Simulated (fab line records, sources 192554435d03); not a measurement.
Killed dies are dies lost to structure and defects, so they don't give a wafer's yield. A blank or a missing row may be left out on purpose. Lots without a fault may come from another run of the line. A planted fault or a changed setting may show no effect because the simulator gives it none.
Split-lot experiment | flow n5_finfet | 7 lots, 21 wafers read, on a route of 1938 steps

THE SPLIT
At N5_HKMG_FIN_COAT_41 (time 60 s, resist thk 300 nm), the setting spin_rpm was moved away from the recipe's 1500 rpm on 9 of the 21 wafers read, by -10.7% to +10.3%. The other wafers ran this setting at the recipe's value.

The reading is taken at the split's own step.

THE READING
SOC_of_HKMG_FIN_COAT_41.thk_nm (the simulator's own value, which no gauge read), in nm, at N5_HKMG_FIN_COAT_41 (time 60 s, resist thk 300 nm). The file gives no usual value for it. The 12 wafers here that ran the recipe average 300.6 nm, standard deviation 0.62 nm.

wafer  | tool, chamber at the split | spin_rpm as run, rpm | against the recipe | SOC_of_HKMG_FIN_COAT_41.thk_nm, nm | against lot-mates on the recipe
L077.1 | litho_track-01, 0          | 1500                 | recipe             | 300.6                              | -
L077.5 | litho_track-01, 0          | 1651                 | +10.1%             | 285.6                              | -15.0
L077.6 | litho_track-01, 0          | 1651                 | +10.1%             | 286                                | -14.6
L079.1 | litho_track-01, 0          | 1500                 | recipe             | 300.2                              | -
L079.3 | litho_track-01, 0          | 1500                 | recipe             | 299.4                              | -
L079.4 | litho_track-01, 0          | 1500                 | recipe             | 301.4                              | -
L082.1 | litho_track-01, 0          | 1655                 | +10.3%             | 285.8                              | -14.4
L082.3 | litho_track-01, 0          | 1655                 | +10.3%             | 284.8                              | -15.4
L082.6 | litho_track-01, 0          | 1500                 | recipe             | 300.2                              | -
L083.1 | litho_track-01, 0          | 1500                 | recipe             | 300.8                              | -
L083.4 | litho_track-01, 0          | 1500                 | recipe             | 300.6                              | -
L083.5 | litho_track-01, 0          | 1500                 | recipe             | 300                                | -
L086.1 | litho_track-05, 0          | 1500                 | recipe             | 301.6                              | -
L086.2 | litho_track-05, 0          | 1500                 | recipe             | 301.4                              | -
L086.3 | litho_track-05, 0          | 1340                 | -10.7%             | 318.4                              | +16.9
L091.1 | litho_track-01, 0          | 1500                 | recipe             | 300.2                              | -
L091.2 | litho_track-01, 0          | 1403                 | -6.5%              | 310.4                              | +10.2
L091.5 | litho_track-01, 0          | 1403                 | -6.5%              | 310.8                              | +10.6
L095.3 | litho_track-03, 0          | 1571                 | +4.7%              | 293.6                              | -7.0
L095.4 | litho_track-03, 0          | 1500                 | recipe             | 300.6                              | -
L095.5 | litho_track-03, 0          | 1571                 | +4.7%              | 293.4                              | -7.2

THE FIT
A straight line over all 21 wafers: SOC_of_HKMG_FIN_COAT_41.thk_nm changes by -1.53 nm for each +1% of spin_rpm; r = -1.00; the points scatter about the line by 0.65 nm.
The same after taking each lot's own level away (the mean of its wafers on the recipe; 21 wafers): -1.51 nm for each +1%; r = -1.00; scatter 0.51 nm.
On that fit, the largest move of spin_rpm shifts the reading by 16 nm.
The lots' own levels span 300.20 to 301.50 nm, that is 2.1 times the standard deviation above.
So the lot-to-lot level changes the slope little: the two slopes agree.
Check: with one of the wafers moved furthest among these (-10.7%) left out of the fit, the line predicts +16.1 nm for it against its lot-mates. It came out at +16.9 nm against them.

OTHER SPLITS ON THESE WAFERS
These wafers also went through other splits before the reading. Each is held against what the fit with the lots' levels taken away leaves over:
other split on the same wafers     | wafers away from the commonest value | r with SOC_of_HKMG_FIN_COAT_41.thk_nm (lot level and that fit taken away)
N5_SD_EPI_N_PEB_07 peb_time_s      | 6                                    | +0.14
N5_SD_EPI_N_ETCH_45 target_depth_a | 8                                    | +0.17
N5_ILD0_ALD_15 ald_cycles          | 5                                    | -0.16
N5_SDB_COAT_03 spin_rpm            | 8                                    | +0.10

THE FILE'S OWN FIT
SOC_of_HKMG_FIN_COAT_41.thk_nm changes by -1.51 nm for each +1% of spin_rpm, r = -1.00.
